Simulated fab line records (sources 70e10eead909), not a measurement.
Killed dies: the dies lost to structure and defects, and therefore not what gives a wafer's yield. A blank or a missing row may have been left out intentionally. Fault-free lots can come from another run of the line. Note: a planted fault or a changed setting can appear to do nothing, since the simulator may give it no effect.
Which tool is to blame? -- flow nand harc -- 12 lots, 36 wafers sampled, at 5 steps of a route of 1302

== WHAT THE GAUGES SHOWED, per wafer ==
NHARC_A_SOURCE_PLATE_INSPECT_08.
lot,measured,on,raw defect count
L532,day 7 21:32,defect inspect-01,30 81 50
L533,day 8 10:32,defect inspect-01,91 127 80
L534,day 9 06:15,defect inspect-01,47 90 99
L536,day 9 19:54,defect inspect-02,26 33 34
L537,day 10 05:49,defect inspect-01,88 50 68
L544,day 13 05:29,defect inspect-02,29 33 49
L546,day 13 22:59,defect inspect-01,41 57 84
L549,day 15 11:06,defect inspect-01,37 95 79
L551,day 16 03:40,defect inspect-02,46 50 25
L552,day 16 15:46,defect inspect-02,59 64 35
L553,day 17 03:14,defect inspect-02,41 58 55
L554,day 17 13:14,defect inspect-01,78 70 67

NHARC_A_ONON_D1_THK_MEAS_02: measures by ellipsometry.
lot,measured,on,thk nm (nm)
L532,day 7 22:07,film metro-02,1001 1002 1001
L533,day 8 11:07,film metro-01,1004 1002 1002
L534,day 9 06:50,film metro-01,1008 1009 1008
L536,day 9 20:29,film metro-01,1003 1003 1005
L537,day 10 06:23,film metro-02,997 998 997
L544,day 13 06:04,film metro-02,991 991 991
L546,day 13 23:34,film metro-01,990 989 989
L549,day 15 11:41,film metro-02,1003 1003 1001
L551,day 16 04:14,film metro-02,1004 1003 1003
L552,day 16 16:21,film metro-01,997 996 997
L553,day 17 03:49,film metro-01,1007 1008 1007
L554,day 17 13:49,film metro-02,1005 1005 1006

NHARC_END_SORT_01.
lot,measured,on,killed at array,killed at other,killed at periphery,killed dies,killed open,killed short
L533,day 25 01:35,prober-01,677 676 675,0 0 0,0 1 2,677 677 677,1 5 2,1 3 1
L534,day 25 14:17,prober-01,675 674 673,2 0 1,0 3 3,677 677 677,3 8 3,2 1 6

== EACH LOT AND THE TOOL THAT RAN IT (in order: tool; ch and the chambers of the sampled wafers; start) ==
lot,NHARC_A_CHANNEL_HOLE_D1_ETCH_39,NHARC_A_CHANNEL_HOLE_D1_STRIP_27
L532,"rie diel-13 ch 1,2,3, day 8 16:55","rie diel-13 ch 0,1,3, no start"
L533,"rie diel-09 ch 0,1,3, day 9 08:47","rie diel-13 ch 0,1,3, day 25 01:35 or earlier"
L534,"rie diel-13 ch 1,2, day 10 00:31","rie diel-13 ch 0,1, day 25 14:17 or earlier"
L536,"rie diel-09 ch 2,3, day 10 16:27","rie diel-13 ch 0,2,3, no start"
L537,"rie diel-09 ch 0,1,2, day 10 22:05","rie diel-03 ch 0,1, no start"
L544,"rie diel-13 ch 0,1,2, day 13 22:15","rie diel-13 ch 0,1, no start"
L546,"rie diel-13 ch 0,1,3, day 14 16:37","rie diel-13 ch 1,2, no start"
L549,"rie diel-03 ch 0,2, day 16 07:14","rie diel-13 ch 1,2, no start"
L551,"rie diel-13 ch 0,2,3, day 17 00:23","rie diel-13 ch 0,1,2, no start"
L552,"rie diel-13 ch 0,1,2, day 17 09:07","rie diel-09 ch 0,3, no start"
L553,"rie diel-13 ch 1,2,3, day 18 01:01","rie diel-13 ch 1,2, no start"
L554,"rie diel-09 ch 1,2, day 18 08:02","rie diel-13 ch 1,2, no start"
- NHARC_A_CHANNEL_HOLE_D1_ETCH_39: etches the open film in N2/H2, target depth 260 nm, time 325 s.
- NHARC_A_CHANNEL_HOLE_D1_STRIP_27: strips in O2.

== WHAT THE TOOLS THEMSELVES READ (means of the sampled wafers that have a number; where no wafer has one, the mark that the record gives instead) ==
NHARC_A_CHANNEL_HOLE_D1_ETCH_39.
lot,tool,bias w (W),chamber pressure mTorr (mTorr),drypump motor current A (A),oes product au (a.u.),rf vpp V (V),showerhead plenum p Torr (Torr),throttle valve pct (%)
L532,rie diel-13,149.7,29.993,5.4,0.998,429.7,2.00,14.170
L533,rie diel-09,-,-,-,-,-,-,-
L534,rie diel-13,-,-,-,-,-,-,-
L536,rie diel-09,149.5,30.005,5.9,0.996,432.1,2.09,14.171
L537,rie diel-09,150.1,30.005,5.7,0.994,430.9,2.06,14.175
L544,rie diel-13,150.0,30.039,5.3,0.995,429.0,2.03,14.176
L546,rie diel-13,149.6,30.026,5.4,0.982,430.8,2.03,14.172
L549,rie diel-03,149.7,29.968,5.0,1.004,428.5,2.00,14.166
L551,rie diel-13,149.7,30.003,5.7,0.998,428.6,1.97,14.171
L552,rie diel-13,149.9,30.000,5.3,0.999,430.7,2.03,14.176
L553,rie diel-13,150.1,30.018,5.4,0.992,428.8,2.00,14.172
L554,rie diel-09,149.8,30.027,5.6,0.997,430.7,2.04,14.170

NHARC_A_CHANNEL_HOLE_D1_STRIP_27.
lot,tool,drypump motor current A (A),oes product au (a.u.),rf vpp V (V),showerhead plenum p Torr (Torr),throttle valve pct (%)
L532,rie diel-13,5.4,1.000,57.9,3.51,17.041
L533,rie diel-13,5.4,0.999,58.0,3.51,17.031
L534,rie diel-13,5.0,1.002,58.8,3.61,17.031
L536,rie diel-13,5.7,0.987,57.8,3.42,17.036
L537,rie diel-03,5.8,1.009,57.0,3.49,17.036
L544,rie diel-13,5.3,0.984,58.4,3.56,17.032
L546,rie diel-13,5.3,0.991,58.0,3.46,17.044
L549,rie diel-13,5.1,0.985,57.3,3.56,17.039
L551,rie diel-13,5.3,0.993,57.7,3.51,17.039
L552,rie diel-09,6.0,0.986,57.4,3.50,17.032
L553,rie diel-13,5.3,0.998,57.5,3.46,17.035
L554,rie diel-13,5.3,0.994,57.7,3.46,17.054

== THE ANSWER, worked out from the rows above alone ==
Rule: the lots themselves supply what counts as usual. Put in order of their means at a reading, lots are off if they are a third of the lots or fewer, leave a main group of 4 or more, and stand apart from it by a gap of 3 or more times the standard deviation of the main group's means; of several such gaps the widest counts. A main group is skipped when, at the precision printed for the reading in the tables above, its means are all equal. A lot without any number at a reading at which 4 lots or more have one is off too. All remaining lots with rows at the step are treated as sound. Order of review: gauges by route order, followed by the tools' own readings, for which a lot's mean as printed above is used. At the first step where some lot is off, the reading lying furthest off is the one used; lots without a number count as furthest.
Off at NHARC_A_CHANNEL_HOLE_D1_ETCH_39 (bias w): L533, L534. Without a number there: L533, L534. Mean 149.8 W and standard deviation 0.2 in the main group.
A tool fits if, at that step or a process step before it, it ran every lot that is off, and no sound lot after the first of them. None of those tried fits.

== WHAT WAS PUT IN BY THE SIMULATOR ==
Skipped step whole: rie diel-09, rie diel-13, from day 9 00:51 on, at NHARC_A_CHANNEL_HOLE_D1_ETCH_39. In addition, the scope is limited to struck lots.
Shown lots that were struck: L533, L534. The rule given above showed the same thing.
